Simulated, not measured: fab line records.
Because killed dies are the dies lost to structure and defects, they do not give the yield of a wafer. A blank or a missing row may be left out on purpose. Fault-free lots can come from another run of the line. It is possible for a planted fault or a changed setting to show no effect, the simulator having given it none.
fab line records	flow n5_finfet
record lots=12	wafers=31	last_day=17
route steps=1938 shown BEOL_M12@1635 PASSIVATION@1936
lots that met no fault: from a run of the same line without faults
start_h: the number of hours between the record's first day and the start of the first shown wafer of the lot	wait_h: hours since the lot's step before	" same as the row above	L1.1+2: a row that stands for several wafers	- no value present, or no start provided	* or withheld: withheld	< > ~ a bound
route shown NAME@n: NAME is a module with steps in the file, n the number in the route of the first one	usual: the fault-free wafers' mean and standard deviation	same: alike in all rows	chamber/n: place in a boat	sites: per-site readings	_std_site: the standard deviation of these	_edge_site: the outer-site mean with the inner-site mean subtracted	radius_mm: how far each site lies from the wafer's centre	mask NAME#n: copy n	behind: the most recent tool/chamber to have shaped the wafer	hold: the reason the lot was held/the length of the hold in hours/how it ended	device: names the non-switching transistor (n, p or np)	end of line: the route-end tests of the same wafers	a step without rows: its recipe alone	killed: at the first sort, the dies lost to defects and structure; wafer yield is something else	map: the dies of a wafer, with x for killed, . for not killed, _ for no die there
set.NAME: the setting that was run; set.NAME@STEP: the one run at that earlier step	model.NAME: the simulator's own value behind a step, which no gauge read
one table for each step of the route and one row for each wafer, over a sample of lots
services: from which hour (start_h, from the record's first day; less than 0 if before it) a tool's chamber was out of use, for how many hours, and why
## steps
# step N5_BEOL_M12_DESCUM_33
# recipe chemistry=O2	time_s=7.9	source_power_w=50	bias_power_w=20	pressure_mtorr=20	rf_frequency_hz=2.712e+07	temp_c=40	o2_flow_sccm=225
# usual drypump_motor_current_A=5.7/0.52	oes_product_au=0.81/0.063	rf_vpp_V=243.2/1.4	showerhead_plenum_p_Torr=2.10/0.087	throttle_valve_pct=20.40/0.17
lot.wafer	tool	chamber	start_h	wait_h	drypump_motor_current_A	oes_product_au	rf_hours_counter_h	rf_vpp_V	showerhead_plenum_p_Torr	throttle_valve_pct
L198.2	rie_diel-02	2	234.06	0.0	5.7	0.78	100	244.7	2.22	20.48
L198.3	"	3	"	"	4.7	0.81	94	241.6	2.02	20.54
L198.4	"	1	"	"	5.6	0.80	82	243.3	2.12	20.24
L199.3	rie_diel-02	3	240.49	0.0	4.7	0.81	97	243.4	2.02	20.53
L199.5	"	2	"	"	5.8	0.78	-	243.8	2.22	20.49
L201.2	rie_diel-01	2	249.10	0.1	6.3	0.88	25	242.0	2.03	20.17
L201.5	"	3	"	"	5.7	0.79	-	242.1	2.03	20.43
L205.5	rie_diel-02	0	278.97	0.0	5.8	0.80	-	242.9	2.10	20.09
L205.6	"	3	"	"	4.7	0.81	-	242.0	2.01	20.53
L210.3	rie_diel-06	2	311.69	0.0	5.4	0.82	79	245.0	2.21	20.55
L210.4	"	3	"	"	5.1	0.81	94	243.6	2.18	20.39
L210.6	"	1	"	"	6.7	0.75	-	241.4	2.00	20.52
L211.3	rie_diel-06	2	319.25	0.0	5.4	0.81	82	246.7	2.21	20.57
L211.5	"	2	"	"	5.4	0.82	-	243.2	2.21	20.55
L211.6	"	3	"	"	5.2	0.81	-	244.7	2.18	20.37
L212.4	rie_diel-06	0	320.17	0.0	5.3	0.82	66	246.4	2.23	20.59
L212.5	"	1	"	"	6.7	0.75	-	241.8	2.00	20.55
L212.6	"	0	"	"	5.3	0.81	-	245.6	2.23	20.59
L217.1	rie_diel-02	1	341.00	0.0	5.6	0.77	122	243.3	2.10	20.31
L217.2	"	0	"	"	5.8	0.77	113	242.9	2.09	20.12
L217.6	"	1	"	"	5.6	0.76	-	241.9	2.10	20.30
L215.1	rie_diel-02	0	341.48	0.2	5.8	0.77	113	243.7	2.09	20.13
L215.6	"	2	"	"	5.8	0.78	-	244.7	2.22	20.50
L216.2	rie_diel-06	0	344.25	0.0	5.3	0.81	73	245.6	2.23	20.61
L216.4	"	3	"	"	5.2	0.80	106	243.5	2.18	20.38
L216.6	"	0	"	"	5.3	0.81	-	244.6	2.23	20.60
L214.1	rie_diel-01	2	350.36	0.0	6.4	0.84	62	241.6	2.02	20.22
L214.4	"	3	"	"	5.7	0.76	104	242.6	2.02	20.49
L214.5	"	2	"	"	6.4	0.84	-	241.6	2.02	20.21
L218.1	rie_diel-02	2	364.36	0.1	5.8	0.77	121	243.5	2.22	20.52
L218.5	"	2	"	"	5.8	0.77	-	244.2	2.22	20.52
# step N5_BEOL_M12_DEGAS_41
# recipe ambient=vacuum	temp_c=250	time_s=60
# usual heater_power_w=325/31
lot.wafer	tool	chamber	start_h	wait_h	heater_power_w
L198.2	pvd_sputter-03	-	236.64	0.2	258
L198.3	"	-	"	"	344
L198.4	"	-	"	"	297
L199.3	pvd_sputter-03	-	241.84	0.3	328
L199.5	"	-	"	"	343
L201.2	pvd_sputter-03	-	250.90	0.9	301
L201.5	"	-	"	"	258
L205.5	pvd_sputter-03	-	280.31	0.1	329
L205.6	"	-	"	"	353
L210.3	pvd_sputter-01	-	314.80	0.5	351
L210.4	"	-	"	"	345
L210.6	"	-	"	"	351
L211.3	pvd_sputter-01	-	321.07	0.2	279
L211.5	"	-	"	"	354
L211.6	"	-	"	"	276
L212.4	pvd_sputter-01	-	321.53	0.2	348
L212.5	"	-	"	"	338
L212.6	"	-	"	"	273
L217.1	pvd_sputter-03	-	344.18	0.5	347
L217.2	"	-	"	"	267
L217.6	"	-	"	"	337
L215.1	pvd_sputter-02	-	344.20	0.3	325
L215.6	"	-	"	"	320
L216.2	pvd_sputter-01	-	346.74	1.2	349
L216.4	"	-	"	"	277
L216.6	"	-	"	"	366
L214.1	pvd_sputter-01	-	357.09	2.0	345
L214.4	"	-	"	"	275
L214.5	"	-	"	"	280
L218.1	pvd_sputter-02	-	366.08	0.6	318
L218.5	"	-	"	"	352
# step N5_BEOL_M12_SPUTTER_44
# recipe material=Ta	target_thk_a=100	temp_c=50	bias_v=80	power_w=15000	chamber_pressure_pa=0.07	time_s=16.13
# usual throttle_valve_pct=29.5/1.2
lot.wafer	tool	chamber	start_h	wait_h	throttle_valve_pct
L198.2	pvd_sputter-03	-	236.80	0.0	29.7
L198.3	"	-	"	"	31.6
L198.4	"	-	"	"	31.0
L199.3	pvd_sputter-03	-	242.00	0.0	29.2
L199.5	"	-	"	"	31.7
L201.2	pvd_sputter-03	-	251.06	0.0	31.4
L201.5	"	-	"	"	29.6
L205.5	pvd_sputter-03	-	280.49	0.0	29.2
L205.6	"	-	"	"	31.6
L210.3	pvd_sputter-01	-	314.96	0.0	27.6
L210.4	"	-	"	"	28.1
L210.6	"	-	"	"	27.5
L211.3	pvd_sputter-01	-	321.25	0.0	29.2
L211.5	"	-	"	"	28.1
L211.6	"	-	"	"	29.2
L212.4	pvd_sputter-01	-	321.72	0.0	27.7
L212.5	"	-	"	"	28.0
L212.6	"	-	"	"	29.5
L215.1	pvd_sputter-02	-	344.36	0.0	30.2
L215.6	"	-	"	"	29.7
L217.1	pvd_sputter-03	-	344.36	0.0	32.0
L217.2	"	-	"	"	29.7
L217.6	"	-	"	"	29.1
L216.2	pvd_sputter-01	-	346.90	0.0	28.0
L216.4	"	-	"	"	29.5
L216.6	"	-	"	"	30.2
L214.1	pvd_sputter-01	-	357.25	0.0	28.1
L214.4	"	-	"	"	29.1
L214.5	"	-	"	"	29.6
L218.1	pvd_sputter-02	-	366.24	0.0	29.9
L218.5	"	-	"	"	28.7
# step N5_BEOL_M12_SPUTTER_45
# recipe material=Cu	target_thk_a=800	temp_c=-20	bias_v=60	power_w=26000	chamber_pressure_pa=0.13	time_s=13.33
# usual throttle_valve_pct=29.5/1.1
lot.wafer	tool	chamber	start_h	wait_h	throttle_valve_pct
L198.2	pvd_sputter-03	-	236.88	0.0	29.5
L198.3	"	-	"	"	31.6
L198.4	"	-	"	"	31.0
L199.3	pvd_sputter-03	-	242.08	0.0	29.6
L199.5	"	-	"	"	31.6
L201.2	pvd_sputter-03	-	251.14	0.0	31.0
L201.5	"	-	"	"	29.4
L205.5	pvd_sputter-03	-	280.57	0.0	29.5
L205.6	"	-	"	"	31.7
L210.3	pvd_sputter-01	-	315.04	0.0	27.6
L210.4	"	-	"	"	27.9
L210.6	"	-	"	"	27.3
L211.3	pvd_sputter-01	-	321.33	0.0	29.4
L211.5	"	-	"	"	28.1
L211.6	"	-	"	"	29.4
L212.4	pvd_sputter-01	-	321.81	0.0	27.5
L212.5	"	-	"	"	28.2
L212.6	"	-	"	"	29.3
L215.1	pvd_sputter-02	-	344.44	0.0	30.1
L215.6	"	-	"	"	29.4
L217.1	pvd_sputter-03	-	344.45	0.0	31.7
L217.2	"	-	"	"	29.5
L217.6	"	-	"	"	29.0
L216.2	pvd_sputter-01	-	346.98	0.0	28.1
L216.4	"	-	"	"	29.4
L216.6	"	-	"	"	30.3
L214.1	pvd_sputter-01	-	357.33	0.0	28.0
L214.4	"	-	"	"	29.4
L214.5	"	-	"	"	29.3
L218.1	pvd_sputter-02	-	366.32	0.0	29.9
L218.5	"	-	"	"	28.8
# step N5_BEOL_M12_CMP_49
# recipe stop_on=SiOC	t_overpolish_s=20.6	down_force_psi=1	platen_rpm=50	clearing_platen_down_force_psi=1.5	clearing_platen_rpm=50	post_cmp_clean=cu_alkaline	target_thk_nm=320	clearing_platen_pad_velocity_m_s=0.99484	pad_velocity_m_s=0.99484
# usual barrier_field_endpoint_s=30.6/0.72	motor_current_A=5.8/0.45
lot.wafer	tool	chamber	start_h	wait_h	barrier_field_endpoint_s	motor_current_A
L198.4	cmp-04	1	237.44	0.1	30.5	5.8
L198.3	"	2	"	"	30.5	5.9
L198.2	"	3	"	"	31.4	5.2
L199.3	cmp-02	1	242.75	0.3	30.0	5.5
L199.5	"	2	"	"	24.1	6.6
L201.2	cmp-03	2	251.82	0.3	24.8	5.8
L201.5	"	0	"	"	24.5	6.3
L205.6	cmp-03	0	281.39	0.2	30.2	5.8
L205.5	"	1	"	"	25.6	5.2
L210.4	cmp-04	3	315.68	0.2	31.1	5.4
L210.3	"	0	"	"	30.0	6.0
L210.6	"	2	"	"	29.9	6.0
L211.3	cmp-03	3	322.20	0.3	31.6	5.2
L211.5	"	0	"	"	31.7	5.9
L211.6	"	1	"	"	31.3	5.3
L212.4	cmp-04	1	322.88	0.1	30.1	6.2
L212.5	"	1	"	"	32.5	6.0
L212.6	"	2	"	"	31.5	6.5
L215.1	cmp-04	2	345.00	0.3	30.1	5.9
L215.6	"	2	"	"	29.6	6.3
L217.2	cmp-03	0	345.02	0.2	31.2	6.0
L217.1	"	3	"	"	32.2	5.5
L217.6	"	1	"	"	31.8	5.3
L216.4	cmp-03	0	347.55	0.1	31.0	6.2
L216.2	"	3	"	"	31.7	5.4
L216.6	"	0	"	"	30.3	6.1
L214.1	cmp-03	1	357.89	0.3	30.4	5.3
L214.4	"	0	"	"	29.0	6.1
L214.5	"	1	"	"	29.7	5.5
L218.1	cmp-03	1	367.03	0.3	30.3	5.4
L218.5	"	1	"	"	30.8	5.6
# step N5_PASSIVATION_PROBE_49
# usual defect_limited_yield=91.5/1.6	killed_at_M0_to_M3=33/10	killed_at_M4_up=13/5.6	killed_at_contacts=13/6	killed_at_front_end=39/12	killed_at_other=3.0/2.8	killed_dies=101/19	killed_open=65/13	killed_short=32/8.3	sort_bin_5_function=5.0/1	sort_bin_6_memory=3.1/0.69	sort_n_pass=1079/19	sort_yield_pct=91.5/1.6
# same gross_dies=1180	killed_at_back_side=0	sort_bin_4_leakage[%]=0	sort_bin_8_speed[%]=0
lot.wafer	tool	chamber	start_h	wait_h	defect_limited_yield[%]	killed_at_M0_to_M3	killed_at_M4_up	killed_at_contacts	killed_at_front_end	killed_at_other	killed_dies	killed_open	killed_short	sort_bin_5_function[%]	sort_bin_6_memory[%]	sort_n_pass	sort_yield_pct[%]
L212.4	prober-02	-	360.16	0.2	92.7	26	12	16	25	7	86	56	29	3.9	3.1	1094	92.7
L212.5	prober-02	-	360.21	0.2	91.1	35	7	10	49	4	105	61	43	4.7	3.8	1075	91.1
L212.6	prober-02	-	360.26	0.3	91.2	43	9	9	37	6	104	71	32	5.3	3.1	1076	91.2
L217.2	prober-02	-	380.64	0.1	90.8	27	15	24	33	10	109	76	31	6.4	2.7	1071	90.8
L217.6	prober-02	-	380.84	0.3	88.7	62	8	25	32	6	133	94	39	6.3	4.4	1047	88.7
L214.1	prober-02	-	389.49	0.0	94.8	15	10	14	22	0	61	42	15	3.4	1.7	1119	94.8
L214.4	prober-02	-	389.64	0.2	92.9	28	13	8	34	1	84	53	24	3.4	3.0	1096	92.9
L214.5	prober-02	-	389.69	0.2	94.1	15	5	19	29	2	70	47	21	3.0	2.9	1110	94.1
# killed by level:class
L212.4 MOL_CONTACT_COAG:geometric_particle:open=14 BEOL_M0_SAQP:geometric_particle:open=7 BEOL_M0_SAQP:geometric_particle:short=6 BEOL_M1:geometric_particle:open=5 DUMMY_GATE:geometric_particle:open=4 BEOL_M3:geometric_particle:open=4 FIN_SAQP:geometric_particle:short=3 GATE_CUT:geometric_particle:short=3
L212.5 DUMMY_GATE:geometric_particle:open=12 BEOL_M0_SAQP:geometric_particle:short=10 BEOL_M2:geometric_particle:open=7 DUMMY_GATE:geometric_particle:short=6 MOL_CONTACT_COAG:geometric_particle:open=6 ILD0:geometric_particle:short=5 BEOL_M0_SAQP:geometric_particle:open=5 BEOL_M3:geometric_particle:open=5
L212.6 BEOL_M0_SAQP:geometric_particle:open=11 BEOL_M3:geometric_particle:open=11 BEOL_M0_SAQP:geometric_particle:short=9 MOL_CONTACT_COAG:geometric_particle:open=7 BEOL_M2:geometric_particle:open=6 STI_FIN_REVEAL:geometric_particle:open=5 DUMMY_GATE:geometric_particle:open=5 GATE_CUT:geometric_particle:short=5
L217.2 MOL_CONTACT_COAG:geometric_particle:open=21 STI_FIN_REVEAL:geometric_particle:open=9 BEOL_M4:geometric_particle:open=8 BEOL_M3:geometric_particle:open=7 BEOL_M1:geometric_particle:open=6 BEOL_M3:geometric_particle:short=5 FIN_SAQP:geometric_particle:open=4 FIN_SAQP:geometric_particle:short=3
L217.6 MOL_CONTACT_COAG:geometric_particle:open=21 BEOL_M3:geometric_particle:open=18 BEOL_M1:geometric_particle:open=15 STI_FIN_REVEAL:geometric_particle:open=13 BEOL_M0_SAQP:geometric_particle:short=9 BEOL_M0_SAQP:geometric_particle:open=7 BEOL_M2:geometric_particle:open=7 BEOL_M3:geometric_particle:short=5
L214.1 MOL_CONTACT_COAG:geometric_particle:open=13 STI_FIN_REVEAL:geometric_particle:open=7 BEOL_M3:geometric_particle:open=6 STARTING-WAFER:geometric_particle:open=4 GATE_CUT:geometric_particle:open=3 GATE_CUT:geometric_particle:short=2 BEOL_M0_SAQP:geometric_particle:short=2 BEOL_M2:geometric_particle:open=2
L214.4 STI_FIN_REVEAL:geometric_particle:open=10 BEOL_M3:geometric_particle:open=8 HKMG_FIN:area_etch=7 BEOL_M1:geometric_particle:open=6 MOL_CONTACT_COAG:geometric_particle:open=5 BEOL_M8:geometric_particle:open=4 GATE_CUT:geometric_particle:short=3 MOL_CONTACT_COAG:geometric_particle:short=3
L214.5 MOL_CONTACT_COAG:geometric_particle:open=16 BEOL_M3:geometric_particle:open=8 STARTING-WAFER:geometric_particle:short=6 STI_FIN_REVEAL:geometric_particle:open=5 DUMMY_GATE:geometric_particle:open=3 SPACER0:geometric_particle:short=3 MOL_CONTACT_COAG:geometric_particle:short=3 GATE_CUT:geometric_particle:short=2
## services
tool	chamber	start_h	hours	kind
rie_diel-06	3	219.51	1.4	repair
rie_diel-01	0	239.19	-	clean
rie_diel-01	0	239.19	-	consumable_replace:focus_ring
rie_diel-01	0	239.19	-	consumable_replace:showerhead
rie_diel-01	0	239.19	32.1	scheduled_down
rie_diel-01	0	239.19	32.1	vent_cycle
cmp-04	-	245.69	4.0	pm
cmp-04	-	249.69	-	consumable_replace:conditioner
cmp-04	-	249.69	-	consumable_replace:pad
cmp-02	-	258.45	4.3	repair
rie_diel-02	1	259.35	18.6	repair
cmp-02	-	267.14	0.2	repair
rie_diel-01	1	271.35	-	clean
cmp-04	-	299.37	0.3	repair
cmp-02	-	300.52	4.0	pm
cmp-03	-	326.15	2.9	repair
pvd_sputter-03	-	328.74	2.3	repair
rie_diel-02	3	329.31	13.5	repair
cmp-03	-	331.98	1.0	repair
cmp-03	-	336.65	0.8	repair
cmp-04	-	345.28	1.9	repair
rie_diel-06	-	358.14	0.3	repair
pvd_sputter-01	-	359.72	0.6	repair
cmp-03	-	363.30	3.5	repair
## key
first_sign step=N5_BEOL_M12_CMP_49	reading=barrier_field_endpoint_s	direction=down	sigmas=8.3	usual=30.6	struck=24.7
effect none on later readings
met_at N5_BEOL_M12_SPUTTER_44
struck_lots L199,L201,L205
struck_wafers L199.5,L201.2,L201.5,L205.5
not_acting_at N5_BEOL_M12_DESCUM_33,N5_BEOL_M12_DEGAS_41,N5_BEOL_M12_SPUTTER_45
onset_between 236.80 242.00
fault kind=process_parameter_drift	tool=pvd_sputter-03	chamber=-	onset_h=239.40	steps=N5_BEOL_M12_SPUTTER_44	channel=time_s	offset=*	shape=step	end_h=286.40	scope=struck_wafers_only	acts_in=*	stated=*
